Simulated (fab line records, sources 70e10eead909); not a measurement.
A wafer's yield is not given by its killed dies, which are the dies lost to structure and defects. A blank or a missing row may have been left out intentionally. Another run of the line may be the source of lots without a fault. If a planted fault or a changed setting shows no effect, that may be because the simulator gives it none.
Matching of chambers -- flow nand harc -- rie diel-12 running NHARC_A_CHANNEL_FILL_D1_ETCHBACK_20: 4 sister chambers
The step etches the open film in C4F8/O2/Ar, target depth 27 nm, time 13.5 s. 7 wafers are shown with their chamber, then 9 later ones without.

WAFERS WITH THEIR CHAMBER
wafer,chamber,rf vpp V (V),oes product au (a.u.)
L083.4,2,979,1.00
L084.2,1,977,0.96
L087.6,2,979,1.01
L088.5,0,987,0.96
L090.1,0,985,0.93
L090.4,3,978,0.94
L090.6,3,978,0.93

WAFERS MISSING THEIR CHAMBER
wafer,rf vpp V (V),oes product au (a.u.)
L093.2,987,0.92
L093.3,978,0.92
L093.6,979,0.93
L094.3,981,0.92
L094.5,978,0.92
L094.6,977,0.92
L095.2,977,0.93
L095.3,977,0.93
L095.5,977,0.93

EACH ONE'S CHAMBER
wafer,from the rows above,in truth
L093.2,0,0
L093.3,3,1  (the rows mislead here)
L093.6,3,3
L094.3,can't be placed: 3 or 1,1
L094.5,3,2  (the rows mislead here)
L094.6,can't be placed: 3 or 1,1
L095.2,can't be placed: 3 or 1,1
L095.3,can't be placed: 3 or 1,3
L095.5,can't be placed: 3 or 1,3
Correctly placed: 2 of 9. These rows do not allow placing 5 (true chamber among the candidates in 5). Wrongly placed: 2.
How it was worked out, from the rows above alone: a wafer's distance from a chamber is the root of the sum, over the readings, of the square of ((its reading less the chamber's mean) divided by the reading's scatter). If the next closest chamber is less than 2 further off than the closest, the wafer can't be placed; otherwise it belongs to the closest. For every chamber, the mean is computed from those of its wafers that are shown. The scatter is the square root of a quotient: the sum, over the shown wafers, of each reading's squared deviation from its chamber's mean, divided by wafers minus chambers.
